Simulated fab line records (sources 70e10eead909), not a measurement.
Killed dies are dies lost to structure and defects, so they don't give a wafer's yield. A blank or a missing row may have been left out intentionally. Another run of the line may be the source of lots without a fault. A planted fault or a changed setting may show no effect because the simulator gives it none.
A struck lot beside a sound one | flow nandHarc | 18 steps out of a route of 1302
Sound: these wafers, L309.3, L309.4, L309.5. Wafers struck: L326.1, L326.2, L326.3. The cause is given at the end.
Per side, at each step with rows, come the tool, then ch with its chambers, and then its first start. Under that, the readings that differ: sound wafers | struck wafers | difference of the means | sigmas: that difference in standard deviations of wafers without a fault.
alike: words and numbers the same on both sides, and readings whose means are apart by under 2 such deviations; not compared: readings that were withheld, readings missing a value for some wafer, numbers with overlapping values and no deviation given by the record, and bounds like >300 which may hide the same value.
A row with sigmas, a row that says differs or no value, or rows on one side alone: a step with any of these is where the two part. When numbers do not overlap yet have no deviation, they are printed without sigmas and do not part them. A reading missing from all wafers of one side parts the sides only when that side holds two or more wafers.

NHARC_A_M1_INSPECT_11:
  struck on defectInspect-02, day 30 17:55; sound on defectInspect-02, day 23 02:29
  alike: rawDefectCount
then, 1 step without rows for these wafers: NHARC_A_M1_DESCUM_14 (chemistry O2, time 3 s).
NHARC_A_M1_ETCH_35: etches the open film in N2/H2, target depth 40 nm, overetch 12 nm, time 43.94 s.
  sound on rieDiel-08 ch 0,3, day 23 02:38; struck on rieDiel-01 ch 0,2,3, day 30 18:04
  alike: biasW, drypumpMotorCurrentA, oesProductAu, rfVppV, showerheadPlenumPTorr, throttleValvePct
  not compared: rfHoursCounterH
NHARC_A_M1_ETCH_15: etches the open film in C4F8/Ar, target depth 182.5 nm, time 91.2 s.
  sound: rieDiel-08 ch 0,1; struck: rieDiel-01 ch 0,2,3
  alike: biasW, oesProductAu, rfVppV
  not compared: rfHoursCounterH
NHARC_A_M1_CD_MEAS_16:
  struck on cdSem-03, day 30 18:17; sound on cdSem-02, day 23 02:52
  alike: cdNm
then, 1 step without rows for these wafers: NHARC_A_M1_STRIP_18 (strips in N2/H2).
NHARC_A_M1_ETCH_28: etches the open film in CF4/N2, target depth 30 nm, time 72.99 s.
  sound: rieDiel-04 ch 1,2; struck: rieDiel-08 ch 0,1,3
  alike: biasW, drypumpMotorCurrentA, oesProductAu, rfVppV, showerheadPlenumPTorr, throttleValvePct
  not compared: rfHoursCounterH
then, 1 step without rows for these wafers: NHARC_A_M1_STRIP_19 (strips in post etch residue remover, time 600 s).
NHARC_A_M1_DEGAS_29: time 60 s.
  struck on pvdSputter-03, day 30 19:00; sound on pvdSputter-01, day 23 03:40
  alike: heaterPowerW
NHARC_A_M1_PRE_CLEAN_30: time 30 s.
  sound on pvdSputter-01; struck on pvdSputter-03
  alike: heaterPowerW
then, 2 steps without rows for these wafers: NHARC_A_M1_PVD_20 (deposits TaN, target thk 5 nm, time 8.06 s); NHARC_A_M1_PVD_21 (deposits Cu, target thk 30 nm, time 20.49 s).
NHARC_A_M1_ECD_22: material Cu, target thk 400 nm.
  sound on ecdCu-01 ch 0,1, day 23 04:08; struck on ecdCu-02 ch 0,1, day 30 19:22
  no value came back on the struck wafers for bathHeatDutyPct (%), bathTempC (C); on the sound wafers bathHeatDutyPct (%) reads 5.6 6.5 5.3
then, 1 step without rows for these wafers: NHARC_A_M1_ANNEAL_31 (time 90 s).
NHARC_A_M1_CMP_23: polishes, t overpolish 20 s, target thk 154.34 nm.
  sound on cmp-03 ch 2,3, day 23 04:46; struck on cmp-01 ch 0,2,3, day 30 20:05
reading             | sound    | struck | difference | sigmas
timeToEndpointS (s) | 25 24 26 | 7 5 4  | -20        | -5
  alike: motorCurrentA
NHARC_A_M1_THK_MEAS_24: measures by xrf.
  struck on filmMetro-02, day 30 20:25; sound on filmMetro-02, day 23 05:05
reading    | sound             | struck         | difference | sigmas
thkNm (nm) | 151.0 152.8 154.6 | 28.9 27.3 30.2 | -124.0     | -69
next, for these wafers, 1 step has no rows: NHARC_A_M1_SRD_25.
NHARC_END_SORT_01:
  sound on prober-01 ch 0, day 24 20:32; struck on prober-02 ch 0, day 32 05:46
reading                | sound     | struck      | difference | sigmas
defectLimitedYield (%) | 86 85 88  | 0 0 0       | -86        | -21
killedAtArray          | 95 98 78  | 675 673 676 | +584       | +22
killedDies             | 97 100 78 | 677 677 677 | +585       | +21
  alike: killedAtOther, killedAtPeriphery, killedOpen, killedShort

== WHERE THEY PART ==
Earliest at NHARC_A_M1_ECD_22; latest, in this record, at NHARC_END_SORT_01.

WHY: what had been put in by the simulator
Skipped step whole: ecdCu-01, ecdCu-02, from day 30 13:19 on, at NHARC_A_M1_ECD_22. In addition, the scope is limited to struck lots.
